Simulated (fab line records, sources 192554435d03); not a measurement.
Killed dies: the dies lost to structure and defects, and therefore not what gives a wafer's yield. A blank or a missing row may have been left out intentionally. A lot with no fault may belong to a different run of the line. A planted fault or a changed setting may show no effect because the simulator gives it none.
A lot that was struck, set against a sound lot | flow n5-finfet | 14 steps out of a route of 1938
Sound: wafers L511.1, L511.4, L511.6. Struck: wafers L527.4, L527.5, L527.6. At the end, the cause is stated.
Order at every step that has rows: each side's tool, ch and its chambers, its first start. Under that, the readings that differ: sound wafers | struck wafers | difference of the means | sigmas: that difference in standard deviations of wafers without a fault.
alike: readings whose means differ by less than 2 such deviations, and words and numbers that are the same on both sides. not compared: withheld readings, readings that some wafer has no value for, bounds like >300 that may hide the same value, and numbers for which the record gives no deviation and whose values overlap.
A row with sigmas, a row that says differs or no value, or rows on one side alone: a step with any of these is where the two part. Non-overlapping numbers with no deviation appear without sigmas and do not part them. A reading missing from all wafers of one side parts the sides only when that side holds two or more wafers.

first, 3 steps without rows for these wafers: N5_SD_EPI_N_PRECLEAN_24 (cleans in O3/DIW, time 60 s); N5_SD_EPI_N_SRD_25 (time 30 s); N5_SD_EPI_N_PRECLEAN_49 (cleans in NF3:NH3, afs cycles 1, time 20 s, sublimation time 60 s).
N5_SD_EPI_N_LINER_46: material SiNx, target thk 3 nm.
  sound on ald-sin-03 ch 2,3, day 3 18:49; struck on ald-sin-03 ch 0,1,2, day 7 17:10
  alike: heater-power-outer-w, heater-power-w
N5_SD_EPI_N_INSPECT_26: inspects for defects (darkfield).
  sound on defect-inspect-01, day 3 19:04; struck on defect-inspect-01, day 7 17:25
  alike: raw-defect-count
then, 7 steps without rows for these wafers: N5_SD_EPI_P_COAT_34 (time 60 s, resist thk 350 nm); N5_SD_EPI_P_COAT_35 (time 60 s, resist thk 35 nm); N5_SD_EPI_P_COAT_03 (resist thk 150 nm); N5_SD_EPI_P_EBR_05; N5_SD_EPI_P_SOFTBAKE_04 (time 60 s); N5_SD_EPI_P_EXPOSE_06 (exposes mask SD P BLK, target cd 240 nm); N5_SD_EPI_P_PEB_07 (peb time 60 s).
N5_SD_EPI_P_DEVELOP_08: develop time 30 s.
  struck on litho-track-04, day 7 17:45; sound on litho-track-05 ch 0, day 3 19:24
  no value came back on the struck wafers for chill-plate-temp-C (C), develop-time-s (s), developer-temp-C (C); on the sound wafers chill-plate-temp-C (C) reads 23.02 23.19 23.15
  reading                                             | sound             | struck            | difference | sigmas
  model.CAR-ArF-block_of_SD_EPI_P_COAT_03.thk-nm (nm) | 148.6 148.4 148.6 | 150.6 150.4 150.8 | +2.1       |
N5_SD_EPI_P_CD_MEAS_09: target cd 240 nm.
  sound on cd-sem-01 ch 0, day 3 19:28; struck on cd-sem-02 ch 0, day 7 17:49
  reading    | sound             | struck | difference                    | sigmas
  cd-nm (nm) | 239.7 240.2 240.3 | - - -  | no value on the struck wafers |

## WHERE THEY PART
Earliest at N5_SD_EPI_P_DEVELOP_08; latest, in this record, at N5_SD_EPI_P_CD_MEAS_09.

WHY: what the simulator had put in
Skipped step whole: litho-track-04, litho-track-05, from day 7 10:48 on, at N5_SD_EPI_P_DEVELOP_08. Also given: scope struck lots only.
